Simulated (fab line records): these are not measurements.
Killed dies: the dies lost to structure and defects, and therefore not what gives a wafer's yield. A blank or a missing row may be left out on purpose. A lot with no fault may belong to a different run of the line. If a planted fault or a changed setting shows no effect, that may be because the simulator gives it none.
Struck lot and sound lot, side by side :: flow n5Finfet :: 13 steps out of a route of 1938
Sound: wafers L321.3, L321.4, L321.5. The struck wafers were L319.2, L319.4, L319.5. The cause is named last.
At each step with rows: each side's tool, then ch and its chambers, then its first start. Under that, the readings that differ: sound wafers :: struck wafers :: difference of the means :: sigmas: that difference in standard deviations of wafers without a fault.
alike: a reading whose means differ by less than 2 such deviations, as well as words and numbers matching on both sides. not compared: withheld readings; readings where some wafer has no value; bounds like >300 that might hide an equal value; numbers whose values overlap and for which the record gives no deviation.
A row with sigmas, a row that says differs or no value, or rows on one side alone: a step with any of these is where the two part. Non-overlapping numbers with no deviation appear without sigmas and do not part them. Lack of a reading on every wafer of one side parts them only where that side has two or more wafers.

first, 9 steps without rows for these wafers: N5_BEOL_M4_DEVELOP_27 (develop time 30 s); N5_BEOL_M4_DESCUM_33 (chemistry O2, time 7 s); N5_BEOL_M4_ETCH_77 (etches underlayer in N2/H2, target depth 6.5 nm, time 5.2 s); N5_BEOL_M4_ETCH_69 (etches SiARC in CF4, target depth 15.6 nm, time 26 s); N5_BEOL_M4_ALD_98 (deposits SiO2, target thk 2.5 nm, pulse time 1 s, co reactant pulse time 1 s); N5_BEOL_M4_ETCHBACK_99 (etches SiO2 in CHF3, target depth 5 nm, time 10.4 s); N5_BEOL_M4_ETCH_70 (etches SOC in N2/H2, target depth 80 nm, overetch 24 nm, time 130 s); N5_BEOL_M4_STRIP_71 (strips in N2/H2); N5_BEOL_M4_STRIP_78 (strips in N2/H2).
N5_BEOL_M4_VIA_ETCH_34: etches the open film in C4F6/O2, target depth 69.4 nm, time 65.9 s.
  sound on rieDiel-03 ch 0,1,2, day 10 00:31; struck on rieDiel-02 ch 1,2, day 9 22:56
  no value came back on the struck wafers for any of 8 readings (C4F6_flow_sccm (sccm), O2_flow_sccm (sccm) and others); on the sound wafers C4F6_flow_sccm (sccm) reads 10.04 9.98 10.02
reading: model.SOC_of_BEOL_M4_COAT_67.thkNm (nm)
sound: 51.8 51.8 51.6
struck: 60.2 60 60
difference: +8.3
sigmas: 

reading: model.SiARC_of_BEOL_M4_COAT_68.thkNm (nm)
sound: 0 0 0
struck: 5.6 5.8 5.6
difference: +5.7
sigmas: 

reading: model.SiO2_of_BEOL_M4_ALD_98.thkNm (nm)
sound: 0 0 0
struck: 2.4 2.4 2.4
difference: +2.4
sigmas: 
  not compared: rfHoursCounterH
then, 1 step without rows for these wafers: N5_BEOL_M4_STRIP_83 (strips in C4F6/O2).
N5_BEOL_M4_RC_MEAS_101:
  the record has rows for the sound wafers here (prober-02 ch 0, day 10 06:15) and none for the struck ones
-- here the record skips 4 days between the struck wafers' starts before and after, leaving off in module BEOL_M4 and picking up in module PASSIVATION (first step shown: number 1936 of the route) --
N5_PASSIVATION_PROBE_49:
  sound: prober-01 at day 14 14:41; struck: prober-02 at day 14 09:44
reading: defectLimitedYield (%)
sound: 90.8 88.6 89.0
struck: 0 0 0
difference: -89
sigmas: -60

reading: killed_at_M0_to_M3
sound: 46 64 71
struck: 30 30 31
difference: -30
sigmas: -3

reading: killed_at_M4_up
sound: 9 19 6
struck: 1068 1070 1065
difference: +1056
sigmas: +99 or more

reading: killedDies
sound: 109 134 130
struck: 1180 1180 1180
difference: +1056
sigmas: +59

reading: killedOnRim
sound: 11 11 17
struck: 152 152 152
difference: +139
sigmas: +35

reading: sort_bin_5_function (%)
sound: 4.9 6.7 6.9
struck: 95.9 96.4 95.8
difference: +89.9
sigmas: +93

reading: sortNPass
sound: 1071 1046 1050
struck: 0 0 0
difference: -1056
sigmas: -62

reading: sortYieldPct (%)
sound: 90.8 88.6 89.0
struck: 0 0 0
difference: -89
sigmas: -60
  alike: killedAtContacts, killedAtFrontEnd, killedAtOther, killedOpen, killedShort, sort_bin_6_memory

WHERE THEY PART
Last at N5_PASSIVATION_PROBE_49 as far as this record goes, first at N5_BEOL_M4_VIA_ETCH_34.

WHY: what the simulator had put in
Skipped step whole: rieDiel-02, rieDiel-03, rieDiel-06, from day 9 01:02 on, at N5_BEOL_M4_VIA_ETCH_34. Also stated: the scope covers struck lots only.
